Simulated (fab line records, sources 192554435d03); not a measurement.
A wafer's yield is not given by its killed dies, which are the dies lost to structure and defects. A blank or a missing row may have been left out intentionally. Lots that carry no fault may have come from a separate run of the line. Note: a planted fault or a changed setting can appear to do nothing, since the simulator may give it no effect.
Chamber matching ; flow n5 finfet ; N5_BEOL_M4_DEP_57 on pecvd-03 has 3 sister chambers
The step deposits SiCN from 3MS/NH3, target thk 8 nm, time 14 s. 22 wafers are shown with their chamber, then 11 later ones without.

== WAFERS PAIRED WITH THEIR CHAMBERS ==
wafer;chamber;throttle valve pct (%);showerhead vpp V (V);showerhead plenum p Torr (Torr)
L075.1;1;9.7;875;3.680
L075.3;1;9.5;881;3.661
L075.6;1;9.7;872;3.657
L077.3;0;9.0;868;3.671
L077.5;0;8.9;872;3.662
L077.6;1;9.7;893;3.667
L081.1;0;8.9;859;3.664
L081.2;1;9.5;903;3.674
L081.5;2;8.1;948;3.656
L083.2;1;9.3;878;3.672
L083.3;2;8.0;952;3.652
L083.4;1;9.4;891;3.670
L082.2;1;9.6;902;3.673
L082.5;1;9.5;885;3.666
L082.6;2;8.0;954;3.657
L085.1;0;9.0;864;3.663
L085.2;1;9.7;879;3.668
L085.3;2;8.3;940;3.639
L086.3;1;9.6;899;3.664
L086.4;0;9.0;873;3.664
L086.5;2;8.0;926;3.646
L084.2;2;8.1;946;3.643

SIGNATURES, as means of the wafers listed above
reading;chamber 0;chamber 1;chamber 2;scatter within a chamber
throttle valve pct;8.960;9.564;8.083;0.118
showerhead vpp V;867.20;887.09;944.33;9.97
showerhead plenum p Torr;3.66480;3.66836;3.64883;0.00621
Rule: a wafer lies at a distance from a chamber equal to the root of the sum of squares, over the readings, of (its reading less the chamber's mean, divided by the reading's scatter). The wafer belongs to the nearest chamber; if the next one is less than 2 further off, it can't be placed. How the scatter is found: for the shown wafers, subtract from each reading the mean of its chamber, square and add these, divide the total by (wafers less chambers), then take the root.

== WAFERS WITHOUT THEIR CHAMBER ==
wafer;throttle valve pct (%);showerhead vpp V (V);showerhead plenum p Torr (Torr)
L084.4;9.5;893;3.660
L084.5;8.8;867;3.666
L094.2;8.3;934;3.649
L094.3;9.6;884;3.669
L094.4;8.5;937;3.643
L097.1;7.8;940;3.652
L097.2;9.2;882;3.672
L097.4;9.2;879;3.666
L095.2;9.7;873;3.659
L095.3;8.2;943;3.646
L095.5;8.2;922;3.648

== WHICH CHAMBER EACH WENT THROUGH ==
wafer;from the rows above;in truth
L084.4;1;1
L084.5;0;0
L094.2;2;2
L094.3;1;1
L094.4;2;2
L097.1;2;2
L097.2;can't be placed: 0 or 1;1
L097.4;can't be placed: 0 or 1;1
L095.2;1;1
L095.3;2;2
L095.5;2;2
Correctly placed: 9 of 11. From these rows, 2 cannot be placed; in 2 the true chamber is one of the candidates. Wrongly placed: 0.
